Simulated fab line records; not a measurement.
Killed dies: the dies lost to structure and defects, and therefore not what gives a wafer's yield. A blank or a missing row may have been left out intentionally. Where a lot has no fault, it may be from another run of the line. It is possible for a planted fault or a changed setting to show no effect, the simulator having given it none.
One fault seen from 3 desks | flow n5Finfet | what lay behind the numbers comes last; until then each desk has only its own

FOR THE TOOL OWNER'S DESK: lithoTrack-01
The tool's own readings at N5_SDB_COAT_04 (time 60 s, resist thk 18 nm): means of the sampled wafers that have a number, for each lot that ran on this tool. The brackets show how far a lot's mean lies from the usual mean; more than 4 standard deviations puts the lot out of limits, marked OUT.
Columns: A = heaterPowerTotalW at N5_SDB_COAT_04, usual 427.3 W; B = spinSpeedRpm at N5_SDB_COAT_04, usual 1500.0 rpm
lot  | first seen here | A     | B
L640 | day 3 16:38     | 425.2 | 1500.6
L642 | day 4 14:57     | 427.0 | 1499.4
L654 | day 7 12:35     | 429.4 | 1462.6 (-34) OUT
L655 | day 7 15:22     | 426.0 | 1461.9 (-35) OUT
This desk's verdict: out of limits on L654, L655, starting with L654 at day 7 12:35 (spinSpeedRpm at N5_SDB_COAT_04). In limits: L640, L642.

AT THE METROLOGY DESK
What the gauges read, lot by lot, whatever tool the lot ran on: means of the sampled wafers that have a number. The brackets show how far a lot's mean lies from the usual mean; more than 4 standard deviations puts the lot out of limits, marked OUT.
Columns: A = cdNm at N5_SDB_CD_MEAS_11, usual 50.4 nm
lot  | first seen here | A
L640 | day 3 17:00     | 49.1
L641 | day 4 01:59     | 52.1
L642 | day 4 15:11     | 49.0
L643 | day 4 22:47     | 51.0
L644 | day 5 00:08     | 51.1
L647 | day 5 14:01     | 52.2
L654 | day 7 12:56     | 50.2
L655 | day 7 15:44     | 49.6
L657 | day 8 06:35     | 50.8
L660 | day 8 15:56     | 50.4
This desk's finding: nothing out of limits on any of the 10 lots.

THE DEFECT DESK
For each lot, the counts of the inspections along the route, averaged over the sampled wafers that have a number. The brackets show how far a lot's mean lies from the usual mean; more than 4 standard deviations puts the lot out of limits, marked OUT.
Columns: A = rawDefectCount at N5_SD_EPI_P_INSPECT_26, usual 175
lot  | first seen here | A
L640 | day 3 09:00     | 178
L641 | day 3 18:20     | 178
L642 | day 4 07:21     | 168
L643 | day 4 15:14     | 153
L644 | day 4 16:14     | 129
L647 | day 5 06:25     | 163
L654 | day 7 04:07     | 188
L655 | day 7 08:14     | 211
L657 | day 7 22:56     | 164
L660 | day 8 07:59     | 188
This desk's finding: nothing out of limits on any of the 10 lots.

TAKEN TOGETHER
On L654, L655, at day 7 12:35, an alarm was possible from the tool owner's desk.
Metrology desk: nothing out of limits seen.
Nothing out of limits was seen by the defect desk.
The metrology desk holds a record of L654, L655, inside its limits.
The defect desk has L654, L655 on record, within its limits.
The lots listed all ran N5_SDB_COAT_04 on lithoTrack-01.

WHAT THE SIMULATOR HAD INSERTED
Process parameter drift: lithoTrack-01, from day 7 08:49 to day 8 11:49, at N5_SDB_COAT_04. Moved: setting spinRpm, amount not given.
Struck lots among those shown: L654, L655.
How many hours passed from the start of the fault until each desk's first out-of-limits reading: the tool owner's desk, 4.
